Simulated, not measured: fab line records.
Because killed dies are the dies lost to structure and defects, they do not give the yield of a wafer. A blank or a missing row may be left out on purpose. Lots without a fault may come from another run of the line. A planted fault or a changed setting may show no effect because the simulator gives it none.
Chamber matching | flow n5_finfet | 4 sister chambers for N5_PMOS_HMC_CHANNEL_EPI_DESCUM_14 on rie_diel-03
The step chemistry O2, time 7.9 s. 8 wafers are shown with their chamber, then 9 later ones without.

WAFERS PAIRED WITH THEIR CHAMBERS
wafer  | chamber | throttle_valve_pct (%) | oes_product_au (a.u.)
L074.2 | 2       | 20.71                  | 0.84
L087.4 | 3       | 20.75                  | 0.70
L089.2 | 0       | 20.38                  | 0.73
L089.5 | 0       | 20.38                  | 0.73
L089.6 | 3       | 20.76                  | 0.70
L091.1 | 2       | 20.75                  | 0.79
L091.3 | 1       | 20.50                  | 0.69
L091.6 | 1       | 20.50                  | 0.67

WAFERS WITH NO CHAMBER GIVEN
wafer  | throttle_valve_pct (%) | oes_product_au (a.u.)
L092.1 | 20.39                  | 0.73
L092.2 | 20.50                  | 0.68
L092.5 | 20.39                  | 0.73
L093.1 | 20.40                  | 0.73
L093.4 | 20.39                  | 0.73
L093.5 | 20.76                  | 0.70
L096.1 | 20.78                  | 0.68
L096.3 | 20.78                  | 0.78
L096.5 | 20.78                  | 0.68

WHICH CHAMBER EACH ONE RAN IN
wafer  | from the rows above     | in truth
L092.1 | 0                       | 0
L092.2 | 1                       | 1
L092.5 | 0                       | 0
L093.1 | 0                       | 0
L093.4 | 0                       | 0
L093.5 | 3                       | 3
L096.1 | 3                       | 3
L096.3 | can't be placed: 2 or 3 | 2
L096.5 | 3                       | 3
Placed correctly: 8 of 9. From these rows, 1 cannot be placed; in 1 the true chamber is one of the candidates. 0 placed wrongly.
How it was worked out, from the rows above alone: a wafer's distance from a chamber is the root of the sum, over the readings, of the square of ((its reading less the chamber's mean) divided by the reading's scatter). The wafer belongs to the nearest chamber; if the next one is less than 2 further off, it can't be placed. A chamber's mean is the mean of its shown wafers. The scatter: the root of (the sum of the squares of (reading less its chamber's mean) over the shown wafers, divided by (wafers less chambers)).
